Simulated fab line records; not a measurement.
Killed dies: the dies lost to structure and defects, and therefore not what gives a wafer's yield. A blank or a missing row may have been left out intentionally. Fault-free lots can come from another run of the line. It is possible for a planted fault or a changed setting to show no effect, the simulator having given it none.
Code-filled problem report in 8D (eight disciplines) form -- flow n5 finfet -- the parts of the form that need people (team, actions taken, sign-off) are left out

== 1. THE PROBLEM ==
Wafers without a fault read 1499.9 rpm, standard deviation 0.93; spin speed rpm at N5_BEOL_M7_COAT_63 reads a mean of 1302.7 rpm on 6 wafers belonging to 2 lots. So: -99 or more standard deviations from the usual mean.
The step: time 60 s, resist thk 60 nm.
Seen first at day 12 23:26 on litho track-05, wafer L949.1. At this step, 12 wafers from 4 lots have a number in the record. Rule for "out" (also "out of limits"): further than 4 standard deviations from the usual mean. All remaining wafers that have a number are taken as sound.

== 2. WHAT IT IS, WHAT IT ISN'T ==
question,is,is not
which readings at this step,spin speed rpm,-
which lots,"L949, L955","L936, L959"
which wafers of those lots,all that have a number,-
read on which tools,litho track-05,litho track-03
when,from day 12 23:26,up to then (3 sound wafers); but 3 sound wafers of L959 came after

== 3. THE SUSPECTS, EACH WITH WHAT RULES IT OUT ==
Counting: any tool at a process step up to the reading is kept as a suspect provided that every lot that is out went through it and no sound lot did after the first of them.
- litho track-05 at N5_BEOL_M7_COAT_63 (time 60 s, resist thk 60 nm): kept. All lots that are out passed through it, beginning with L949 at day 12 23:26, and no sound lot followed; its final sound lot before that point was L936 at day 9 19:23. Its own readings are out on those wafers: spin speed rpm.
Remaining after the count: litho track-05 at N5_BEOL_M7_COAT_63.

== 4. THE CAUSE (what the simulator had put in) ==
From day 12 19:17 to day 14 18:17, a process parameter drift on litho track-05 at N5_BEOL_M7_COAT_63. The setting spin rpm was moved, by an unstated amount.
This tool alone remained once counting was done.

== 5. THE EFFECT CHAIN, in route order ==
Each row: a reading whose mean over the struck wafers that have a number lies more than 3 standard deviations from the usual. Readings are gone through only where the record gives a usual standard deviation; hours: the median, over the lots, of the time from a lot's start at the first step in this table giving one to that lot's start at this step; sigmas: the change measured in usual standard deviations.
hours,step,reading,usual,on struck wafers,change,sigmas
0,N5_BEOL_M7_COAT_63,spin speed rpm,1499.9 rpm,1302.7,-197.2,-99 or more
Process steps it contains:
- N5_BEOL_M7_COAT_63: time 60 s, resist thk 60 nm.

== 6. WHAT WOULD HAVE CAUGHT IT SOONER ==
The fault began at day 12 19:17; the first out-of-limits reading in this record came at day 12 23:26, 4 hours later.
